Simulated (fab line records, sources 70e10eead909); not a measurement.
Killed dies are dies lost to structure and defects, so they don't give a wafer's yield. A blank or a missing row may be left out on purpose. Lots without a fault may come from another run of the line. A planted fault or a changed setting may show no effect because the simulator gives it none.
Chamber matching | flow nand_harc | NHARC_A_WL_FILL_ALD_19 on ald_metal-01: 4 sister chambers
The step deposits TiN, target thk 2 nm, pulse time 3 s, ald cycles 100. 22 wafers are shown with their chamber, then 11 later ones without.

WAFERS WITH THEIR CHAMBER
wafer  | chamber | heater_power_w (W) | precursor_pulse_height_rel
L074.3 | 3       | 1131               | 0.975
L074.4 | 0       | 1139               | 1.021
L074.5 | 2       | 1089               | 1.010
L078.3 | 3       | 1127               | 0.979
L078.5 | 3       | 1160               | 1.040
L078.6 | 0       | 1099               | 0.974
L080.3 | 3       | 1149               | 1.027
L080.4 | 0       | 1093               | 0.992
L080.6 | 3       | 1160               | 0.981
L081.1 | 2       | 1062               | 0.994
L081.4 | 0       | 1094               | 0.977
L081.5 | 2       | 1054               | 1.007
L085.2 | 1       | 961                | 0.975
L085.3 | 0       | 1114               | 0.991
L085.6 | 0       | 1092               | 0.994
L086.1 | 3       | 1175               | 1.001
L086.4 | 0       | 1118               | 0.993
L086.6 | 3       | 1158               | 0.995
L089.1 | 0       | 1101               | 1.012
L089.2 | 1       | 982                | 1.019
L089.4 | 2       | 1057               | 0.995
L091.1 | 3       | 1178               | 1.012

SIGNATURES (means of the wafers above)
reading                    | chamber 0 | chamber 1 | chamber 2 | chamber 3 | scatter within a chamber
heater_power_w             | 1106.25   | 971.50    | 1065.50   | 1154.75   | 17.1
precursor_pulse_height_rel | 0.99425   | 0.99700   | 1.00150   | 1.00125   | 0.0195
Rule: a wafer's distance from a chamber is the root of the sum, over the readings, of the square of ((its reading less the chamber's mean) divided by the reading's scatter). The wafer belongs to the nearest chamber; if the next one is less than 2 further off, it can't be placed. The scatter: the root of (the sum of the squares of (reading less its chamber's mean) over the shown wafers, divided by (wafers less chambers)).

WAFERS WITHOUT THEIR CHAMBER
wafer  | heater_power_w (W) | precursor_pulse_height_rel
L091.4 | 1087               | 1.006
L091.5 | 1085               | 0.984
L093.1 | 956                | 1.004
L093.4 | 1165               | 0.994
L093.5 | 1055               | 1.011
L097.1 | 1099               | 1.031
L097.2 | 1014               | 1.003
L097.6 | 961                | 1.007
L096.1 | 999                | 1.012
L096.2 | 1149               | 0.973
L096.5 | 963                | 1.016

WHICH CHAMBER EACH WENT THROUGH
wafer  | from the rows above          | in truth
L091.4 | can't be placed: 0 or 2      | 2
L091.5 | can't be placed: 0 or 2      | 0
L093.1 | 1                            | 1
L093.4 | 3                            | 3
L093.5 | 2                            | 2
L097.1 | can't be placed: 0 or 2 or 3 | 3
L097.2 | can't be placed: 1 or 2      | 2
L097.6 | 1                            | 1
L096.1 | 1                            | 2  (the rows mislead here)
L096.2 | can't be placed: 3 or 0      | 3
L096.5 | 1                            | 1
Placed correctly: 5 of 11. Can't be placed from these rows: 5 (the true chamber is among the candidates in 5). Placed wrongly: 1.
